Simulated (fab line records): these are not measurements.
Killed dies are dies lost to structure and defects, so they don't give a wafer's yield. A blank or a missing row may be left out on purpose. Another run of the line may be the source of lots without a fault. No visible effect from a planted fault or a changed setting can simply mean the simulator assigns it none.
Lot-split experiment | flow n5_finfet | 7 lots, 39 wafers read, on a route of 1938 steps

## ABOUT THE SPLIT
At N5_MOL_CONTACT_COAG_ETCH_124 (etches SiNx in CH3F/O2, stops on SiOC, target depth 6.5 nm), the setting target_depth_a was moved away from the recipe's 65 angstrom on 15 of the 39 wafers read, by -52.4% to +56.8%. This setting was run at the recipe's value on the other wafers.

No step appears in the file between the split and the reading.

## THE READING
SOC_of_MOL_CONTACT_COAG_COAT_62.thk_nm (the simulator's own value, which no gauge read), in nm, at N5_MOL_CONTACT_COAG_ETCH_48 (etches SiOC in C4F6/O2, target depth 15 nm, overetch 4.5 nm, time 17 s). The file does not state a usual value for it. The 24 wafers here that ran the recipe average 45.7 nm, standard deviation 0.34 nm.

wafer  | tool, chamber at the split | target_depth_a as run, angstrom | against the recipe | SOC_of_MOL_CONTACT_COAG_COAT_62.thk_nm, nm | against lot-mates on the recipe
L074.3 | rie_diel-03, 2             | 65                              | recipe             | 45.8                                       | -
L074.4 | rie_diel-03, 3,0           | 65                              | recipe             | 46                                         | -
L074.5 | rie_diel-03, 3,0           | 65                              | recipe             | 46                                         | -
L078.1 | rie_diel-03, 1,3           | 65                              | recipe             | 46.2                                       | -
L078.5 | rie_diel-03, 1,3           | 65                              | recipe             | 46.2                                       | -
L078.2 | rie_diel-03, 3             | 65                              | recipe             | 46                                         | -
L078.3 | rie_diel-03, 2             | 101.9                           | +56.8%             | 43.8                                       | -2.3
L078.6 | rie_diel-03, 2             | 101.9                           | +56.8%             | 43.8                                       | -2.3
L078.4 | rie_diel-03, 0             | 101.9                           | +56.8%             | 44.2                                       | -1.9
L085.1 | rie_diel-03, 1             | 65                              | recipe             | 45.8                                       | -
L085.6 | rie_diel-03, 1             | 65                              | recipe             | 45.8                                       | -
L085.2 | rie_diel-03, 3,2           | 65                              | recipe             | 45.4                                       | -
L085.5 | rie_diel-03, 3,2           | 65                              | recipe             | 45.4                                       | -
L085.3 | rie_diel-03, 2             | 65                              | recipe             | 45.2                                       | -
L085.4 | rie_diel-03, 0             | 65                              | recipe             | 45.6                                       | -
L090.1 | rie_diel-01, 2,3           | 96.6                            | +48.6%             | 44.6                                       | -1.4
L090.5 | rie_diel-01, 2,3           | 96.6                            | +48.6%             | 44.6                                       | -1.4
L090.2 | rie_diel-01, 0             | 65                              | recipe             | 46                                         | -
L090.3 | rie_diel-01, 1             | 96.6                            | +48.6%             | 44                                         | -2.0
L090.4 | rie_diel-01, 3             | 65                              | recipe             | 45.8                                       | -
L090.6 | rie_diel-01, 0             | 65                              | recipe             | 46.2                                       | -
L094.1 | rie_diel-03, 0             | 65                              | recipe             | 45.8                                       | -
L094.2 | rie_diel-03, 1             | 65                              | recipe             | 45.6                                       | -
L094.3 | rie_diel-03, 3             | 50.29                           | -22.6%             | 46.2                                       | +0.6
L094.4 | rie_diel-03, 2             | 50.29                           | -22.6%             | 46                                         | +0.4
L094.5 | rie_diel-03, 2             | 50.29                           | -22.6%             | 46                                         | +0.4
L094.6 | rie_diel-03, 3             | 65                              | recipe             | 45.4                                       | -
L096.1 | rie_diel-05, 1,0           | 96.09                           | +47.8%             | 44.2                                       | -1.6
L096.3 | rie_diel-05, 1,0           | 96.09                           | +47.8%             | 44.2                                       | -1.6
L096.2 | rie_diel-05, 3,0,3         | 65                              | recipe             | 45.8                                       | -
L096.4 | rie_diel-05, 3,0,3         | 65                              | recipe             | 45.8                                       | -
L096.6 | rie_diel-05, 3,0,3         | 65                              | recipe             | 45.8                                       | -
L096.5 | rie_diel-05, 1             | 96.09                           | +47.8%             | 44                                         | -1.8
L097.1 | rie_diel-05, 3,1           | 30.95                           | -52.4%             | 47.2                                       | +2.0
L097.2 | rie_diel-05, 0             | 30.95                           | -52.4%             | 47.2                                       | +2.0
L097.3 | rie_diel-05, 3,1           | 30.95                           | -52.4%             | 47                                         | +1.8
L097.4 | rie_diel-05, 2             | 65                              | recipe             | 45                                         | -
L097.5 | rie_diel-05, 2             | 65                              | recipe             | 45                                         | -
L097.6 | rie_diel-05, 3             | 65                              | recipe             | 45.6                                       | -
When a row names more than one chamber, that row covers several wafers, and the file does not tell which wafer ran in which chamber.

THE FIT
A straight line over all 39 wafers: SOC_of_MOL_CONTACT_COAG_COAT_62.thk_nm changes by -0.0287 nm for each +1% of target_depth_a; r = -0.94; the points scatter about the line by 0.31 nm.
The same after taking each lot's own level away (the mean of its wafers on the recipe; 39 wafers): -0.0353 nm for each +1%; r = -0.98; scatter 0.21 nm.
That fit puts the effect of the largest move of target_depth_a on the reading at 2 nm.
Measured against the standard deviation above, the lots' own levels, which go from 45.20 to 46.13 nm, span 2.8 times it.
In other words, the slope is changed by the lot-to-lot level; the two fits disagree.
Check: for one of the wafers moved furthest among these (+56.8%), held out of the fit, the line's prediction against its lot-mates is -1.99 nm. Against them it came out at -2.33 nm.

## FURTHER SPLITS ON THESE WAFERS
Note: prior to the reading, these wafers also went through further splits. Each is held against what the fit with the lots' levels taken away leaves over:
other split on the same wafers          | wafers away from the commonest value | r with SOC_of_MOL_CONTACT_COAG_COAT_62.thk_nm (lot level and that fit taken away)
N5_ZERO_LAYER_DEVELOP_10 develop_time_s | 15                                   | +0.12
N5_SD_EPI_N_DEVELOP_08 develop_time_s   | 12                                   | -0.05
N5_SD_EPI_P_EPI_21 time_s               | 15                                   | -0.15
N5_GATE_CUT_ETCH_58 time_s              | 15                                   | -0.21

## THE WHOLE CHAIN: every reading that the file lists as answering this split, in the file's order
step                         | what it does                                                           | reading                                                                                 | change (the file's fit)                | r (the file's)
N5_MOL_CONTACT_COAG_ETCH_124 | etches SiNx in CH3F/O2, stops on SiOC, target depth 6.5 nm             | SOC_of_MOL_CONTACT_COAG_COAT_62.thk_nm (the simulator's own value, which no gauge read) | -0.0341 nm for each +1% of the setting | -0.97
N5_MOL_CONTACT_COAG_ETCH_48  | etches SiOC in C4F6/O2, target depth 15 nm, overetch 4.5 nm, time 17 s | SOC_of_MOL_CONTACT_COAG_COAT_62.thk_nm (the simulator's own value, which no gauge read) | -0.0354 nm for each +1% of the setting | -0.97

## FILE'S OWN FIT
SOC_of_MOL_CONTACT_COAG_COAT_62.thk_nm changes by -0.0354 nm for each +1% of target_depth_a, r = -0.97.
